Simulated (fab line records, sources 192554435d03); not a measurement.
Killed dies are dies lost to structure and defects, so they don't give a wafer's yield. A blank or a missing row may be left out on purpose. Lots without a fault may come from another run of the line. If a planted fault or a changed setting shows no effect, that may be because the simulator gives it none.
Matching of chambers / flow n5_finfet / N5_MOL_CONTACT_COAG_CMP_28 on cmp-04: 4 sister chambers
The step polishes, stops on SiNx, t overpolish 0.85 s, target thk 14.522 nm. 4 wafers are shown with their chamber, then 9 later ones without.

WAFERS WITH THEIR CHAMBER
wafer=L086.4; chamber=0; motor_current_A (A)=12.3
wafer=L088.1; chamber=2; motor_current_A (A)=13.4
wafer=L088.2; chamber=3; motor_current_A (A)=11.9
wafer=L088.5; chamber=1; motor_current_A (A)=12.9

WAFERS WHOSE CHAMBER IS MISSING
wafer=L091.3; motor_current_A (A)=13.9
wafer=L091.4; motor_current_A (A)=11.9
wafer=L091.5; motor_current_A (A)=13.3
wafer=L095.2; motor_current_A (A)=12.5
wafer=L095.5; motor_current_A (A)=15.2
wafer=L095.6; motor_current_A (A)=11.7
wafer=L096.1; motor_current_A (A)=14.0
wafer=L096.2; motor_current_A (A)=11.8
wafer=L096.3; motor_current_A (A)=12.4

EACH ONE'S CHAMBER
wafer=L091.3; from the rows above=can't be placed: 2 or 1 or 0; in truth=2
wafer=L091.4; from the rows above=can't be placed: 3 or 0 or 1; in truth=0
wafer=L091.5; from the rows above=can't be placed: 2 or 1 or 0 or 3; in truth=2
wafer=L095.2; from the rows above=can't be placed: 0 or 1 or 3 or 2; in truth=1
wafer=L095.5; from the rows above=can't be placed: 2 or 1 or 0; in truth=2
wafer=L095.6; from the rows above=can't be placed: 3 or 0 or 1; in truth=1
wafer=L096.1; from the rows above=can't be placed: 2 or 1 or 0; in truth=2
wafer=L096.2; from the rows above=can't be placed: 3 or 0 or 1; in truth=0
wafer=L096.3; from the rows above=can't be placed: 0 or 1 or 3 or 2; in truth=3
0 of 9 placed correctly. Not placeable from these rows: 9 (in 9, the candidates include the true chamber). Wrongly placed: 0.
How it was worked out, from the rows above alone: a wafer's distance from a chamber is the root of the sum, over the readings, of the square of ((its reading less the chamber's mean) divided by the reading's scatter). The wafer belongs to the nearest chamber; if the next one is less than 2 further off, it can't be placed. A chamber's mean is the mean of its shown wafers. The scatter: with one shown wafer a chamber, the root of the mean of the squares of how far each hidden wafer lies from its nearest shown one.
